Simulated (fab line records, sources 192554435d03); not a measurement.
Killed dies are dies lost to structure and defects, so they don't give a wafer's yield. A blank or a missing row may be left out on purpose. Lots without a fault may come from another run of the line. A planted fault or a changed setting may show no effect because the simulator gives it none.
Chamber matching | flow n5_finfet | N5_BEOL_M6_ETCH_62 on rie_diel-06: 4 sister chambers
The step etches SOC in N2/H2, target depth 110 nm, overetch 22 nm, time 165 s. 4 wafers are shown with their chamber, then 9 later ones without.

WAFERS WITH THEIR CHAMBER
wafer  | chamber | showerhead_plenum_p_Torr (Torr)
L083.2 | 2       | 2.43
L083.4 | 1       | 2.65
L084.5 | 3       | 2.56
L084.6 | 0       | 2.45

WAFERS WITHOUT THEIR CHAMBER
wafer  | showerhead_plenum_p_Torr (Torr)
L090.1 | 2.42
L090.3 | 2.44
L090.6 | 2.42
L094.2 | 2.64
L094.3 | 2.55
L094.4 | 2.44
L095.1 | 2.44
L095.3 | 2.55
L095.4 | 2.42

WHICH CHAMBER EACH WENT THROUGH
wafer  | from the rows above     | in truth
L090.1 | can't be placed: 2 or 0 | 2
L090.3 | can't be placed: 2 or 0 | 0
L090.6 | can't be placed: 2 or 0 | 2
L094.2 | 1                       | 1
L094.3 | 3                       | 3
L094.4 | can't be placed: 2 or 0 | 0
L095.1 | can't be placed: 2 or 0 | 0
L095.3 | 3                       | 3
L095.4 | can't be placed: 2 or 0 | 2
Placed correctly: 3 of 9. Can't be placed from these rows: 6 (the true chamber is among the candidates in 6). Placed wrongly: 0.
How it was worked out, from the rows above alone: a wafer's distance from a chamber is the root of the sum, over the readings, of the square of ((its reading less the chamber's mean) divided by the reading's scatter). The wafer belongs to the nearest chamber; if the next one is less than 2 further off, it can't be placed. A chamber's mean is the mean of its shown wafers. The scatter: with one shown wafer a chamber, the root of the mean of the squares of how far each hidden wafer lies from its nearest shown one.
